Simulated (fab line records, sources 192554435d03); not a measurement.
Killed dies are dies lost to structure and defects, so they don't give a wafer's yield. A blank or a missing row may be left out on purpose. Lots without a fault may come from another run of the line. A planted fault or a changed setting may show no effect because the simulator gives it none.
fab line records | flow n5_finfet
record lots=7 wafers=15 last_day=19
route steps=1938 shown BEOL_M7@1311 BEOL_M8@1332 PASSIVATION@1936
lots that met no fault: from a run of the same line without faults
start_h: hours from the record's first day to the start of the lot's first wafer shown | wait_h: hours since the lot's step before | " the same as in the row above | L1.1+2: a row that stands for several wafers | - no value, or no start given | * or withheld: withheld | < > ~ a bound
route shown NAME@n: a module of which the file shows steps, and the number in the route of the first | usual: mean/standard deviation of fault-free wafers | same: alike in all rows | chamber/n: place in a boat | sites: the reading at each site | _std_site: their standard deviation | _edge_site: outer sites' mean less inner sites' | radius_mm: how far each site lies from the wafer's centre | mask NAME#n: copy n | behind: the tool/chamber that last shaped the wafer | hold: why the lot was held/for how many hours/how that ended | device: the transistor (n, p or np) that didn't switch | end of line: the same wafers' tests at the end of the route | a step without rows: its recipe alone | killed: dies lost to structure and defects at the first sort, not the wafer's yield | map: a wafer's dies, x killed, . not, _ none there
set.NAME: the setting as run; set.NAME@STEP: as run at that earlier step | model.NAME: the simulator's own value behind a step, which no gauge read
lots at some steps of the route; a table a step, a row a wafer
services: from which hour (start_h, from the record's first day; less than 0 if before it) a tool's chamber was out of use, for how many hours, and why
## steps
# step N5_BEOL_M7_OCD_MEAS_38
# usual trench_depth_nm=93.6/1.6
# columns lot.wafer tool chamber start_h wait_h trench_depth_nm
L953.1 ocd-02 - 253.39 - 93.9
L953.3 " - " " 93.1
L953.5 " - " " 94.0
L961.3 ocd-01 - 309.98 - 94.2
L961.4 " - " " 93.2
L961.5 " - " " 92.5
L965.1 ocd-01 - 313.73 - 91.8
L965.2 " - " " 97.8
L965.5 " - " " 93.8
L963.1 ocd-01 - 319.39 - 97.4
L963.3 " - " " 93.0
L963.6 " - " " 92.9
L969.5 ocd-01 - 369.64 - 93.6
L968.6 ocd-01 - 369.80 - 94.2
L970.2 ocd-02 - 370.12 - 93.4
# step N5_BEOL_M7_HM_STRIP_39
# recipe chemistry=peroxide_tin_strip material=TiN target_depth_a=250 temp_c=50 time_s=158
# step N5_BEOL_M7_SRD_40
# recipe time_s=30 temp_c=23 rinse_liquid=diw dry=ipa_marangoni
# step N5_BEOL_M7_PRECLEAN_42
# recipe chemistry=residue_remover time_s=60 temp_c=40
# step N5_BEOL_M7_SRD_43
# recipe time_s=30 temp_c=23 rinse_liquid=diw dry=ipa_marangoni
# step N5_BEOL_M7_CD_MEAS_35
# recipe target_cd_nm=40 polarity=opening
# usual cd_nm=40.2/0.58
# columns lot.wafer tool chamber start_h wait_h cd_nm
L953.1 cd_sem-03 - 253.54 0.0 39.3
L953.3 " - " " 39.5
L953.5 " - " " 39.7
L961.3 cd_sem-03 - 310.14 0.0 40.6
L961.4 " - " " 40.5
L961.5 " - " " 40.2
L965.1 cd_sem-01 - 313.89 0.0 40.1
L965.2 " - " " 41.1
L965.5 " - " " 40.5
L963.1 cd_sem-01 - 319.54 0.0 40.2
L963.3 " - " " 40.6
L963.6 " - " " 41.1
L969.5 cd_sem-02 - 369.80 0.0 40.8
L968.6 cd_sem-03 - 369.96 0.0 39.9
L970.2 cd_sem-01 - 370.27 0.0 40.4
# step N5_BEOL_M7_CURE_75
# recipe temp_c=370 time_s=120 ambient=DMADMS/He material=SiCOH_lowk
# step N5_BEOL_M7_DEGAS_44
# recipe ambient=vacuum temp_c=250 time_s=60
# usual heater_power_w=333/49
# same time_s=60
# columns lot.wafer tool chamber start_h wait_h heater_power_w
L953.1 pvd_sputter-03 - 253.92 0.3 387
L953.3 " - " " 303
L953.5 " - " " 303
L961.3 pvd_sputter-01 - 310.55 0.2 223
L961.4 " - " " 350
L961.5 " - " " 354
L965.1 pvd_sputter-02 - 314.25 0.3 344
L965.2 " - " " 326
L965.5 " - " " 330
L963.1 pvd_sputter-01 - 320.28 0.6 341
L963.3 " - " " 364
L963.6 " - " " 219
L969.5 pvd_sputter-02 - 370.30 0.2 338
L968.6 pvd_sputter-02 - 370.54 0.2 333
L970.2 pvd_sputter-01 - 370.87 0.5 340
# step N5_BEOL_M7_PRE_CLEAN_45
# recipe gas=H2/He time_s=30 temp_c=250
# step N5_BEOL_M7_ALD_77
# recipe material=TaN target_thk_a=20 temp_c=275 ald_precursor_family=PDMAT ald_co_reactant=NH3 pressure_torr=3 carrier_flow_sccm=1500 pulse_time_s=2 purge_time_s=3 co_reactant_purge_time_s=2 co_reactant_pulse_time_s=3 ald_cycles=40 precursor_vessel_temp_c=75 precursor_vessel_pressure_torr=26.25 precursor_vessel_carrier_sccm=1000
# step N5_BEOL_M7_SURFACE_TREAT_79
# recipe gas=Ar time_s=* ion_energy_ev=* ion_current_ma_cm2=0.5 pressure_mtorr=* ar_flow_sccm=30
# step N5_BEOL_M7_CVD_78
# recipe material=Co target_thk_a=20 temp_c=withheld precursor=CCTBA/H2 pressure_torr=30 time_s=142.3
# step N5_BEOL_M7_SPUTTER_48
# recipe material=Cu target_thk_a=100 temp_c=-20 bias_v=60 power_w=26000 chamber_pressure_pa=0.13 time_s=1.667
# usual throttle_valve_pct=30.7/1
# same time_s=1.667
# columns lot.wafer tool chamber start_h wait_h throttle_valve_pct
L953.1 pvd_sputter-02 - 255.11 0.3 29.9
L953.3 " - " " 31.4
L953.5 " - " " 32.3
L961.3 pvd_sputter-01 - 311.29 0.1 30.8
L961.4 " - " " 32.2
L961.5 " - " " 30.6
L965.1 pvd_sputter-03 - 316.14 1.1 30.6
L965.2 " - " " 30.5
L965.5 " - " " 30.4
L963.1 pvd_sputter-02 - 322.64 0.1 31.4
L963.3 " - " " 32.5
L963.6 " - " " 30.0
L969.5 pvd_sputter-03 - 372.27 1.1 28.8
L968.6 pvd_sputter-03 - 372.67 0.1 28.8
L970.2 pvd_sputter-03 - 372.71 0.2 28.8
# step N5_BEOL_M7_ECD_50
# recipe material=Cu target_thk_a=3000
# step N5_BEOL_M7_ANNEAL_51
# recipe temp_c=225 time_s=90 ambient=N2
# step N5_BEOL_M7_CMP_52
# recipe stop_on=SiCOH_lowk t_overpolish_s=6.9 down_force_psi=1 platen_rpm=50 clearing_platen_down_force_psi=1.5 clearing_platen_rpm=50 post_cmp_clean=cu_alkaline target_thk_nm=80 clearing_platen_pad_velocity_m_s=0.99484 pad_velocity_m_s=0.99484
# step N5_BEOL_M7_PRE_CLEAN_55
# recipe gas=NH3 time_s=15 temp_c=withheld rf_power_w=300
# step N5_BEOL_M7_DEP_56
# recipe material=SiCN target_thk_a=100 temp_c=withheld precursor=3MS/NH3 pressure_torr=3 rf_w=202 time_s=17.5
# step N5_BEOL_M7_RS_MEAS_57
# recipe thk_meas_gauge=four-point-probe reads=Cu_of_BEOL_M7_ECD_50+Co_of_BEOL_M7_CVD_78+TaN_of_BEOL_M7_ALD_77
# usual M7_RS=0.286/0.0079
# columns lot.wafer tool chamber start_h wait_h M7_RS[ohm/sq]
L953.1 film_metro-02 - 257.00 0.1 0.289
L953.3 " - " " 0.296
L953.5 " - " " 0.286
L961.3 film_metro-02 - 312.23 0.1 0.282
L961.4 " - " " 0.285
L961.5 " - " " 0.291
L965.1 film_metro-01 - 317.18 0.1 0.289
L965.2 " - " " 0.262
L965.5 " - " " 0.279
L963.1 film_metro-01 - 323.57 0.1 0.274
L963.3 " - " " 0.278
L963.6 " - " " 0.288
L969.5 film_metro-01 - 373.17 0.0 0.278
L968.6 film_metro-02 - 373.57 0.0 0.280
L970.2 film_metro-02 - 373.65 0.1 0.288
# step N5_BEOL_M8_ILD_DEP_00
# recipe material=SiCOH_lowk target_thk_a=1797.5 temp_c=300 precursor=DEMS/porogen pressure_torr=5 rf_w=500 time_s=33.4
# step N5_BEOL_M8_CURE_74
# recipe temp_c=385 time_s=240 ambient=He/Ar material=SiCOH_lowk
# usual lamp_power_pct=52.32/0.055 wafer_temp_C_max=387.0/0.52
# same time_s=240
# columns lot.wafer tool chamber start_h wait_h lamp_power_pct wafer_temp_C_max
L953.1 uv_cure-02 1 257.14 0.1 52.39 387.4
L953.3 " 1 " " 52.36 386.8
L953.5 " 1 " " 52.26 387.5
L961.3 uv_cure-01 1 312.51 0.2 52.32 386.5
L961.4 " 1 " " 52.31 387.7
L961.5 " 1 " " 52.37 386.9
L965.1 uv_cure-03 0 317.31 0.0 52.31 386.7
L965.2 " 0 " " 52.32 386.5
L965.5 " 0 " " 52.32 386.5
L963.1 uv_cure-01 2 323.70 0.0 52.31 388.5
L963.3 " 2 " " 52.34 386.8
L963.6 " 2 " " 52.26 387.5
L969.5 uv_cure-02 2 373.65 0.4 52.23 386.4
L970.2 uv_cure-01 1 373.93 0.2 52.29 387.4
L968.6 uv_cure-03 1 374.09 0.4 52.32 387.1
# step N5_BEOL_M8_THK_MEAS_01
# recipe reads=SiCOH_lowk_of_BEOL_M8_ILD_DEP_00
# usual M8_ILD_THK=154.3/2.2
# columns lot.wafer tool chamber start_h wait_h M8_ILD_THK[nm]
L953.1 film_metro-01 - 257.65 0.4 150.0
L953.3 " - " " 152.9
L953.5 " - " " 151.1
L961.3 film_metro-02 - 312.87 0.3 152.9
L961.4 " - " " 157.1
L961.5 " - " " 151.9
L965.1 film_metro-02 - 317.82 0.4 152.6
L965.2 " - " " 149.6
L965.5 " - " " 153.6
L963.1 film_metro-01 - 324.26 0.5 153.8
L963.3 " - " " 153.7
L963.6 " - " " 154.1
L969.5 film_metro-02 - 373.84 0.1 155.5
L968.6 film_metro-01 - 374.21 0.0 157.8
L970.2 film_metro-01 - 374.77 0.7 155.3
# step N5_BEOL_M8_PECVD_70
# recipe material=SiO2 target_thk_a=200 temp_c=400 precursor=TEOS/O2 pressure_torr=5.5 rf_w=450 teos_flow_sccm=53.8 gas=O2 flow_sccm=3000 time_s=22.7
# step N5_BEOL_M8_HM_DEP_02
# recipe material=TiN target_thk_a=200 temp_c=25 chamber_pressure_pa=0.49996
# usual throttle_valve_pct=30.7/0.99
# columns lot.wafer tool chamber start_h wait_h throttle_valve_pct
L953.1 pvd_sputter-02 - 262.23 4.5 30.4
L953.3 " - " " 30.2
L953.5 " - " " 29.9
L961.3 pvd_sputter-02 - 313.84 0.9 30.1
L961.4 " - " " 31.5
L961.5 " - " " 32.3
L965.1 pvd_sputter-01 - 319.78 1.9 29.7
L965.2 " - " " 30.5
L965.5 " - " " 32.4
L963.1 pvd_sputter-02 - 326.52 2.2 30.2
L963.3 " - " " 32.0
L963.6 " - " " 30.1
L969.5 pvd_sputter-03 - 375.36 1.5 30.9
L968.6 pvd_sputter-02 - 375.37 1.1 31.6
L970.2 pvd_sputter-03 - 375.49 0.7 30.3
# step N5_BEOL_M8_COAT_59
# recipe resist=SOC temp_c=250 time_s=60 spin_rpm=1500 resist_thk_nm=100
# step N5_BEOL_M8_COAT_60
# recipe resist=SiARC temp_c=220 time_s=60 spin_rpm=1500 resist_thk_nm=35
# step N5_BEOL_M8_COAT_05
# recipe resist=CAR-ArF spin_rpm=1500 resist_thk_nm=90
# step N5_BEOL_M8_EBR_07
# recipe solvent=PGMEA ebr_width_mm=1.5
# step N5_BEOL_M8_SOFTBAKE_06
# recipe temp_c=110 time_s=60 resist=CAR-ArF
# step N5_BEOL_M8_EXPOSE_08
# recipe mask_id=M8 na=1.35 source_shape=dipole sigma_inner=0.817 sigma_outer=0.97 polarization=te dose_mj=68.25
# step N5_BEOL_M8_PEB_09
# recipe peb_temp_c=withheld peb_time_s=60 resist=CAR-ArF
# step N5_BEOL_M8_DEVELOP_10
# recipe develop_time_s=30 developer=TMAH resist=CAR-ArF rinse_liquid=diw dry=air_spin dev_temp_c=23
# step N5_BEOL_M8_CD_MEAS_11
# recipe target_cd_nm=38.5 landing_energy_ev=500 detector=se_inlens polarity=opening
# usual cd_nm=38.5/0.44
# same landing_energy_ev=500
# columns lot.wafer tool chamber start_h wait_h cd_nm
L953.1 cd_sem-03 0 262.73 - 38.1
L953.3 " 0 " " 37.8
L953.5 " 0 " " 38.3
L961.3 cd_sem-02 0 314.21 - 37.6
L961.4 " 0 " " 38.5
L961.5 " 0 " " 38.3
L965.1 cd_sem-02 0 320.27 - 38.9
L965.2 " 0 " " 39.4
L965.5 " 0 " " 38.8
L963.1 cd_sem-02 0 327.02 - 38.5
L963.3 " 0 " " 38.4
L963.6 " 0 " " 38.5
L969.5 cd_sem-03 0 375.69 - 38.6
L968.6 cd_sem-01 0 375.86 - 38.4
L970.2 cd_sem-03 0 376.19 - 39.1
# step N5_BEOL_M8_OVL_MEAS_12
# recipe points_per_wafer=44
# usual M8_OVL=0.1/0.65
# columns lot.wafer tool chamber start_h wait_h M8_OVL[nm]
L953.1 overlay-02 0 262.76 0.0 0.4
L953.3 " 0 " " 0.9
L953.5 " 0 " " 0.5
L961.3 overlay-01 0 314.24 0.0 -0.9
L961.4 " 0 " " -0.4
L961.5 " 0 " " -0.5
L965.1 overlay-01 0 320.31 0.0 1.2
L965.2 " 0 " " 0.0
L965.5 " 0 " " 1.6
L963.1 overlay-01 0 327.05 0.0 0.7
L963.3 " 0 " " 1.0
L963.6 " 0 " " 0.9
L969.5 overlay-01 0 375.72 0.0 0.0
L968.6 overlay-02 0 375.89 0.0 -0.9
L970.2 overlay-02 0 376.21 0.0 -0.6
# step N5_BEOL_M8_DESCUM_16
# recipe chemistry=O2 time_s=7.9 source_power_w=50 bias_power_w=20 pressure_mtorr=20 rf_frequency_hz=2.712e+07 temp_c=40 resist=CAR-ArF o2_flow_sccm=225
# step N5_BEOL_M8_ETCH_61
# recipe chemistry=CF4 target=SiARC target_depth_a=455 mask_material=CAR-ArF time_s=75.8 ion_energy_ev=80 pressure_mtorr=40 source_w=545 bias_w=36 Ar_flow_sccm=100 cf4_flow_sccm=100 ends=cleared
# usual drypump_motor_current_A=5.73/0.26 etch_rf_on_time_s=76.0/1.4 oes_product_au=0.71/0.061 rf_vpp_V=184.3/1.1 showerhead_plenum_p_Torr=2.16/0.057 throttle_valve_pct=15.45/0.21
# columns lot.wafer tool chamber start_h wait_h drypump_motor_current_A etch_rf_on_time_s oes_product_au rf_hours_counter_h rf_vpp_V showerhead_plenum_p_Torr throttle_valve_pct
L953.1 rie_diel-05 0 262.88 0.0 5.53 76.6 0.64 145 184.8 2.14 15.38
L953.3 " 2 " " 6.14 76.6 0.69 100 185.0 2.14 15.75
L953.5 " 0 " " 5.59 77.1 0.64 - 184.8 2.14 15.36
L961.3 rie_diel-05 2 316.00 0.0 6.15 76.7 0.66 125 185.1 2.14 15.78
L961.4 " 3 " " 5.89 77.5 0.74 38 182.9 2.11 15.54
L961.5 " 0 " " 5.57 76.3 0.64 - 184.3 2.13 15.40
L965.1 rie_diel-05 3 321.48 0.0 5.89 77.9 0.73 41 183.1 2.11 15.54
L965.2 " 1 " " 5.80 78.3 0.70 72 182.8 2.17 15.20
L965.5 " 0 " " 5.54 76.9 0.62 - 182.7 2.13 15.41
L963.1 rie_diel-05 3 327.37 0.0 5.88 78.6 0.72 44 184.2 2.11 15.56
L963.3 " 1 " " 5.81 78.4 0.70 74 184.1 2.17 15.22
L963.6 " 3 " " 5.90 77.6 0.73 - 182.5 2.11 15.57
L969.5 rie_diel-06 3 375.96 0.0 5.25 74.7 0.74 - 185.4 2.18 15.16
L968.6 rie_diel-05 2 376.05 0.0 6.14 77.8 0.64 - 182.1 2.13 15.83
L970.2 rie_diel-05 2 376.66 0.0 6.15 78.5 0.64 147 184.2 2.13 15.84
# step N5_BEOL_M8_ETCH_62
# recipe chemistry=N2/H2 target=SOC target_depth_a=1100 overetch_a=220 mask_material=SiARC temp_c=40 time_s=165 ion_energy_ev=200 pressure_mtorr=30 source_w=840 bias_w=150 n2_flow_sccm=200 h2_flow_sccm=200
# usual drypump_motor_current_A=5.74/0.26 n2_flow_sccm=199.9/0.59 oes_product_au=0.70/0.057 rf_vpp_V=524.5/2.2 showerhead_plenum_p_Torr=2.57/0.075 throttle_valve_pct=17.68/0.26
# same time_s=165
# columns lot.wafer tool chamber start_h wait_h drypump_motor_current_A n2_flow_sccm oes_product_au rf_hours_counter_h rf_vpp_V showerhead_plenum_p_Torr throttle_valve_pct
L953.1 rie_diel-05 0 262.93 0.0 5.58 199.2 0.64 145 523.9 2.54 17.55
L953.3 " 2 " " 6.18 199.7 0.69 100 525.5 2.57 18.02
L953.5 " 0 " " 5.57 199.0 0.64 - 523.7 2.54 17.56
L961.3 rie_diel-05 2 316.05 0.0 6.12 199.4 0.66 125 524.5 2.56 18.07
L961.4 " 3 " " 5.91 200.2 0.74 38 524.2 2.49 17.88
L961.5 " 0 " " 5.57 200.3 0.62 - 523.6 2.53 17.56
L965.1 rie_diel-05 3 321.53 0.0 5.92 199.2 0.73 41 521.8 2.49 17.86
L965.2 " 1 " " 5.81 198.9 0.71 72 525.0 2.57 17.31
L965.5 " 0 " " 5.58 200.0 0.63 - 523.4 2.53 17.58
L963.1 rie_diel-05 3 327.43 0.0 5.91 200.2 0.73 44 521.9 2.49 17.86
L963.3 " 1 " " 5.82 200.7 0.70 74 524.1 2.57 17.32
L963.6 " 3 " " 5.91 201.1 0.73 - 520.8 2.49 17.87
L969.5 rie_diel-06 3 376.06 0.1 5.26 198.6 0.73 - 526.3 2.58 17.42
L968.6 rie_diel-05 2 376.15 0.1 6.15 200.5 0.65 - 523.2 2.55 18.11
L970.2 rie_diel-05 2 376.71 0.0 6.14 199.6 0.65 147 524.5 2.55 18.12
# step N5_BEOL_M8_STRIP_68
# recipe chemistry=N2/H2 temp_c=40 n2_flow_sccm=200 h2_flow_sccm=200 rf_frequency_hz=6e+07
# step N5_BEOL_M8_STRIP_67
# recipe chemistry=CF4 resist=SiARC power_w=300 bias_power_w=75 pressure_mtorr=50 cf4_flow_sccm=150 rf_frequency_hz=6e+07
# step N5_PASSIVATION_PROBE_49
# usual killed_at_M0_to_M3=36/11 killed_at_M4_up=14/5.2 killed_at_contacts=12/6.1 killed_at_front_end=40/12 killed_at_other=3.2/2.5 killed_dies=105/16 killed_open=68/12 killed_short=35/8.7
# same gross_dies=1180 killed_at_back_side=0
# columns lot.wafer tool chamber start_h wait_h killed_at_M0_to_M3 killed_at_M4_up killed_at_contacts killed_at_front_end killed_at_other killed_dies killed_open killed_short
L953.1 prober-01 - 332.86 0.0 58 7 13 27 3 108 70 38
L953.3 prober-01 - 332.96 0.1 36 18 12 36 3 105 63 41
L953.5 prober-01 - 333.06 0.2 49 13 8 27 6 103 64 38
L965.1 prober-01 - 387.66 0.0 36 18 18 42 1 115 83 30
L965.2 prober-01 - 387.71 0.1 42 8 29 45 5 129 88 40
L965.5 prober-01 - 387.86 0.2 36 14 14 40 3 107 79 26
L961.3 prober-01 - 388.24 0.1 46 12 3 30 6 97 62 34
L961.4 prober-01 - 388.29 0.2 61 17 12 45 3 138 86 52
L961.5 prober-01 - 388.34 0.2 50 28 11 46 5 140 97 40
L963.1 prober-01 - 409.35 0.0 31 20 13 49 4 117 75 39
L963.3 prober-01 - 409.45 0.1 36 17 3 59 9 124 77 46
L963.6 prober-01 - 409.60 0.3 41 9 10 41 13 114 72 40
L968.6 prober-01 - 449.06 0.3 29 153 8 24 3 217 54 22
L969.5 prober-01 - 453.45 0.2 32 145 27 21 1 226 44 43
L970.2 prober-02 - 458.40 0.1 46 143 7 16 0 212 52 24
# killed by level:class
L953.1 BEOL_M0_SAQP:geometric_particle:short=15 BEOL_M0_SAQP:geometric_particle:open=14 BEOL_M2:geometric_particle:open=14 MOL_CONTACT_COAG:geometric_particle:open=10 BEOL_M2:geometric_particle:short=7 BEOL_M1:geometric_particle:open=6 FIN_SAQP:geometric_particle:short=4 STI_FIN_REVEAL:geometric_particle:open=4
L953.3 FIN_SAQP:geometric_particle:short=12 MOL_CONTACT_COAG:geometric_particle:open=10 BEOL_M0_SAQP:geometric_particle:short=8 BEOL_M2:geometric_particle:open=8 BEOL_M4:geometric_particle:open=7 BEOL_M0_SAQP:geometric_particle:open=6 BEOL_M3:geometric_particle:open=6 FIN_SAQP:geometric_particle:open=4
L953.5 BEOL_M0_SAQP:geometric_particle:open=15 BEOL_M0_SAQP:geometric_particle:short=14 FIN_SAQP:geometric_particle:open=9 MOL_CONTACT_COAG:geometric_particle:open=8 BEOL_M2:geometric_particle:open=6 BEOL_M1:geometric_particle:open=5 BEOL_M3:geometric_particle:open=4 BEOL_M4:geometric_particle:open=4
L965.1 STI_FIN_REVEAL:geometric_particle:open=15 MOL_CONTACT_COAG:geometric_particle:open=15 BEOL_M0_SAQP:geometric_particle:short=9 FIN_SAQP:geometric_particle:open=7 BEOL_M4:geometric_particle:open=7 BEOL_M2:geometric_particle:open=6 BEOL_M1:geometric_particle:open=6 FIN_SAQP:geometric_particle:short=5
L965.2 MOL_CONTACT_COAG:geometric_particle:open=22 STI_FIN_REVEAL:geometric_particle:open=15 FIN_SAQP:geometric_particle:short=12 BEOL_M0_SAQP:geometric_particle:open=11 BEOL_M0_SAQP:geometric_particle:short=8 BEOL_M2:geometric_particle:open=8 MOL_CONTACT_COAG:geometric_particle:short=7 BEOL_M1:geometric_particle:open=7
L965.5 STI_FIN_REVEAL:geometric_particle:open=18 BEOL_M2:geometric_particle:open=15 MOL_CONTACT_COAG:geometric_particle:open=10 BEOL_M0_SAQP:geometric_particle:open=6 BEOL_M5:geometric_particle:open=5 FIN_SAQP:geometric_particle:short=4 MOL_CONTACT_COAG:geometric_particle:short=4 STARTING-WAFER:geometric_particle:short=4
L961.3 BEOL_M0_SAQP:geometric_particle:short=11 BEOL_M2:geometric_particle:open=10 DUMMY_GATE:geometric_particle:open=6 BEOL_M3:geometric_particle:open=6 BEOL_M1:geometric_particle:open=6 FIN_SAQP:geometric_particle:open=4 GATE_CUT:geometric_particle:open=4 BEOL_M4:geometric_particle:open=4
L961.4 BEOL_M0_SAQP:geometric_particle:short=14 FIN_SAQP:geometric_particle:short=12 BEOL_M3:geometric_particle:open=12 BEOL_M2:geometric_particle:open=12 MOL_CONTACT_COAG:geometric_particle:open=11 BEOL_M4:geometric_particle:open=9 GATE_CUT:geometric_particle:short=7 BEOL_M0_SAQP:geometric_particle:open=7
L961.5 BEOL_M1:geometric_particle:open=16 BEOL_M4:geometric_particle:open=15 MOL_CONTACT_COAG:geometric_particle:open=10 BEOL_M2:geometric_particle:open=9 FIN_SAQP:geometric_particle:short=8 BEOL_M0_SAQP:geometric_particle:open=8 BEOL_M3:geometric_particle:open=7 DUMMY_GATE:geometric_particle:open=6
L963.1 FIN_SAQP:geometric_particle:open=14 MOL_CONTACT_COAG:geometric_particle:open=9 BEOL_M4:geometric_particle:open=9 BEOL_M0_SAQP:geometric_particle:short=8 STI_FIN_REVEAL:geometric_particle:open=7 FIN_SAQP:geometric_particle:short=6 BEOL_M0_SAQP:geometric_particle:open=5 BEOL_M2:geometric_particle:open=5
L963.3 BEOL_M2:geometric_particle:open=12 SPACER0:geometric_particle:open=10 BEOL_M0_SAQP:geometric_particle:short=10 SPACER0:geometric_particle:short=8 GATE_CUT:geometric_particle:short=8 STI_FIN_REVEAL:geometric_particle:open=7 GATE_CUT:geometric_particle:open=6 FIN_SAQP:geometric_particle:open=5
L963.6 STI_FIN_REVEAL:geometric_particle:open=13 BEOL_M3:geometric_particle:open=12 BEOL_M0_SAQP:geometric_particle:open=11 FIN_SAQP:geometric_particle:short=7 FIN_SAQP:geometric_particle:open=5 MOL_CONTACT_COAG:geometric_particle:short=5 MOL_CONTACT_COAG:geometric_particle:open=5 BEOL_M2:geometric_particle:open=5
L968.6 BEOL_M7:unspecified=139 BEOL_M0_SAQP:geometric_particle:open=8 MOL_CONTACT_COAG:geometric_particle:open=7 FIN_SAQP:geometric_particle:open=6 BEOL_M0_SAQP:geometric_particle:short=6 BEOL_M3:geometric_particle:open=6 BEOL_M2:geometric_particle:open=5 FIN_SAQP:geometric_particle:short=4
L969.5 BEOL_M7:unspecified=135 MOL_CONTACT_COAG:geometric_particle:short=14 MOL_CONTACT_COAG:geometric_particle:open=13 BEOL_M1:geometric_particle:open=10 BEOL_M1:geometric_particle:short=9 FIN_SAQP:geometric_particle:short=7 BEOL_M4:geometric_particle:open=6 DUMMY_GATE:geometric_particle:open=3
L970.2 BEOL_M7:unspecified=135 BEOL_M2:geometric_particle:open=14 MOL_CONTACT_COAG:geometric_particle:open=7 BEOL_M0_SAQP:geometric_particle:open=7 BEOL_M0_SAQP:geometric_particle:short=7 BEOL_M1:geometric_particle:open=5 GATE_CUT:geometric_particle:open=4 BEOL_M0:geometric_particle:short=4
# map L968.6 (x killed, . not)
_________________.........x..________________
______________.................._____________
___________....x...................__________
__________....x...x......x........x._________
________......x......................._______
_______x...........................x...______
______......................x...x......._____
_____..........................x.x.......____
____xx...x...x..........x.x.x.x.x.........___
___.x...............x.......xxxx...........__
___...x....x............x..xxxxxxx.xx......__
__...x...................xxxxxxxxxx.xx....x._
__..................x..x.xxxxxxxxxxx..xx...._
_..........x...........xxxxxxxxxxxxx.........
_.......x............x.xxxxxxxxxxxxxxxx......
_.x.......x..x.......x..xxxxxxxxxxxxxx.x.....
_...x...................xxxxxxxxxxxxxx.......
_.................x......xxxxxxxxxxxx.x......
_.......................xxxxxxxxxx.x.........
_x.x.............x.....xx.xxxxxxxxx..........
_...........x............xx.x....x...x.......
__..................x........x.......xx..x.._
__......x.....x......x.....x............x.x._
___.....................x.......x..........__
___........................................__
____.................x.....x.......x......___
_____........x.x.....x..........x........____
______........................x....x...._____
_______...............................x______
________..x....x.......x.xx..........._______
__________......x.x...x..x........x._________
___________..................x.x...__________
______________x........x........_____________
_________________............________________
# map L969.5 (x killed, . not)
_________________...x.....xx.________________
______________..........x.x..x.._____________
___________..........x.....x...x...__________
__________.....x...................._________
________.............................._______
_______......x..x.........xx.x.........______
______..................x......x........_____
_____...............x.....x..x....x......____
____....................x....x.x.......x..___
___...x........x........x.x.x.xx..x......x.__
___.x......x..........x..xx.xxxxxx...x.....__
__......................xxxxxxxxxxxx........_
__...x........x.......x.xxxxxxxxxxx........._
_x..x...........x......x.xxxxxxxxxxx.........
_x..........x.....x...xxxxxxxxxxxxxxxx..xx...
_...x....x.........x...xxxxxxxxxxxxxx.x......
_...............x...xx..xxxxxxxxxxxxx........
_x.x........x...x......xxxxxxxxxxxxxxx.......
_....x....x.....x.......xxxxxxxx.xx..........
_x.x.x........x....x....xxx.xxxx....x........
_x.......................x...xxx....x...x....
__.................x........xx..........x..._
__.x........x.x......x.................x...._
___...x.......x............................__
___......x.................x....xx..x......__
____.................................x....___
_____............................x...x...____
______.............x...................._____
_______...x............................______
________..............x..........xx..._______
__________............x..x...x.x...x_________
___________............x...........__________
______________x................._____________
_________________x...........________________
## services
# columns tool chamber start_h hours kind
rie_diel-05 - 238.15 0.8 repair
uv_cure-03 - 254.35 7.5 pm
pvd_sputter-03 - 256.81 10.5 repair
uv_cure-02 - 274.02 7.5 pm
uv_cure-01 - 298.48 0.3 repair
rie_diel-05 0 329.85 3.2 repair
rie_diel-05 - 339.29 2.8 pm
rie_diel-05 1 355.98 1.7 repair
## key
first_sign step=N5_PASSIVATION_PROBE_49 reading=killed_at_M4_up direction=up sigmas=26 usual=14 struck=147
effect step=N5_PASSIVATION_PROBE_49 reading=killed_dies direction=up sigmas=6.9 usual=105 struck=218
more_kills_born_at N5_BEOL_M7_SPUTTER_48@pvd_sputter-03=409
met_at N5_BEOL_M7_SPUTTER_48
struck_wafers L968.6,L969.5,L970.2
tester_left_out L968,L969,L970
also_fits time
earlier_fault kind=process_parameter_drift tool=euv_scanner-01 chamber=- onset_h=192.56 steps=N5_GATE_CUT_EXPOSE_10 channel=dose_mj offset=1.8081 shape=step acts_in=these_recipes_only stated=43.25
fault kind=chamber_particle_source tool=pvd_sputter-03 chamber=- onset_h=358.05 steps=N5_BEOL_M7_SPUTTER_48 rate_per_visit_cm2=1.1464 scope=struck_wafers_only
# tester_left_out: of these lots the tester's yield and bins aren't shown, on N5 and GAA mostly nor the transistor test; their killed dies are dies lost to structure and defects alone, not to doping, threshold or leakage, so they don't give the yield
